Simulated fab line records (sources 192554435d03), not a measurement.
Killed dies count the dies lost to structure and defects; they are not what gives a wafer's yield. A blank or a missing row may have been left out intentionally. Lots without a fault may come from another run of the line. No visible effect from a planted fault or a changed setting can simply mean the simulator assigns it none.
Split-lot trial ; flow n5 finfet ; on a route of 1938 steps: 7 lots, 39 wafers read

THE SPLIT
At N5_FIN_CUT_ETCH_21 (etches SOC in N2/H2, target depth 219 nm, overetch 43.8 nm, time 523.5 s), the setting bias w was moved away from the recipe's 61 W on 12 of the 39 wafers read, by -14.8% to +8.5%. For the rest of the wafers, this setting stayed at what the recipe calls for.

The split's own step is where the reading is taken.

THE READING
rf vpp V, in V, at N5_FIN_CUT_ETCH_21 (etches SOC in N2/H2, target depth 219 nm, overetch 43.8 nm, time 523.5 s). A value of 241.3 V with a standard deviation of 1.3 V is what fault-free wafers of this fab line usually give.

wafer;tool, chamber at the split;bias w as run, W;against the recipe;rf vpp V, V;against lot-mates on the recipe
L078.1;rie diel-02, 1;61;recipe;240.0;-
L078.2;rie diel-02, 0;61;recipe;241.1;-
L078.3;rie diel-02, 2;61;recipe;241.0;-
L078.4;rie diel-02, 3;61;recipe;238.8;-
L078.5;rie diel-02, 0;61;recipe;241.8;-
L078.6;rie diel-02, 3;61;recipe;238.8;-
L082.1;rie diel-03, 3;56.53;-7.3%;231.9;-9.6
L082.2;rie diel-03, 0;61;recipe;241.5;-
L082.3;rie diel-03, 2;61;recipe;242.3;-
L082.4;rie diel-03, 1;56.53;-7.3%;229.7;-11.8
L082.5;rie diel-03, 2;61;recipe;240.8;-
L082.6;rie diel-03, 1;56.53;-7.3%;228.4;-13.1
L084.4;rie diel-02, 0;61;recipe;240.7;-
L084.5;rie diel-02, 3;61;recipe;243.4;-
L084.6;rie diel-02, 1;61;recipe;239.0;-
L086.1;rie diel-04, 3;51.96;-14.8%;216.6;-24.8
L086.2;rie diel-04, 1;61;recipe;242.2;-
L086.3;rie diel-04, 2;61;recipe;242.4;-
L086.4;rie diel-04, 0;61;recipe;239.7;-
L086.5;rie diel-04, 2;51.96;-14.8%;217.4;-24.0
L086.6;rie diel-04, 1;51.96;-14.8%;218.2;-23.2
L088.1;rie diel-02, 1;64.21;+5.3%;248.6;+7.5
L088.2;rie diel-02, 0;61;recipe;240.3;-
L088.3;rie diel-02, 3;64.21;+5.3%;251.3;+10.2
L088.4;rie diel-02, 2;61;recipe;241.4;-
L088.5;rie diel-02, 0;61;recipe;241.5;-
L088.6;rie diel-02, 3;64.21;+5.3%;251.4;+10.3
L090.1;rie diel-04, 0;66.21;+8.5%;254.2;+13.5
L090.2;rie diel-04, 3;66.21;+8.5%;255.4;+14.7
L090.3;rie diel-04, 2;66.21;+8.5%;255.3;+14.6
L090.4;rie diel-04, 1;61;recipe;242.0;-
L090.5;rie diel-04, 2;61;recipe;240.8;-
L090.6;rie diel-04, 3;61;recipe;239.2;-
L096.1;rie diel-02, 3;61;recipe;243.2;-
L096.2;rie diel-02, 1;61;recipe;240.8;-
L096.3;rie diel-02, 2;61;recipe;240.5;-
L096.4;rie diel-02, 0;61;recipe;240.8;-
L096.5;rie diel-02, 3;61;recipe;243.1;-
L096.6;rie diel-02, 2;61;recipe;241.3;-

FIT RESULTS
A straight line over all 39 wafers: rf vpp V changes by +1.61 V for each +1% of bias w; r = +0.99; the points scatter about the line by 1.3 V.
The same after taking each lot's own level away (the mean of its wafers on the recipe; 39 wafers): +1.64 V for each +1%; r = +0.99; scatter 1.2 V.
That fit puts the effect of the largest move of bias w on the reading at 24 V.
The span of the lots' own levels, 240.25 to 241.62 V, comes to 1.1 times the standard deviation stated above.
The two slopes agree, so the slope changes little with the lot-to-lot level.
Check: -24 V against its lot-mates is what the line predicts for one of the wafers moved furthest among these (-14.8%) when that wafer is left out of the fit. Against them it came out at -24.8 V.
Tool readings at the split's step, against how far the setting was moved: rf vpp V r = +0.99.

THE WHOLE CHAIN: every reading that the file lists as answering this split, in the file's order
step;what it does;reading;change (the file's fit);r (the file's)
N5_FIN_CUT_ETCH_21;etches SOC in N2/H2, target depth 219 nm, overetch 43.8 nm, time 523.5 s;rf vpp V;+1.64 V for each +1% of the setting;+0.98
N5_FIN_CUT_ETCH_21;etches SOC in N2/H2, target depth 219 nm, overetch 43.8 nm, time 523.5 s;SiARC_of_FIN_CUT_COAT_19.thk nm (the simulator's own value, which no gauge read);-0.0517 nm for each +1% of the setting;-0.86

THE FILE'S OWN FIT
rf vpp V changes by +1.64 V for each +1% of bias w, r = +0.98.
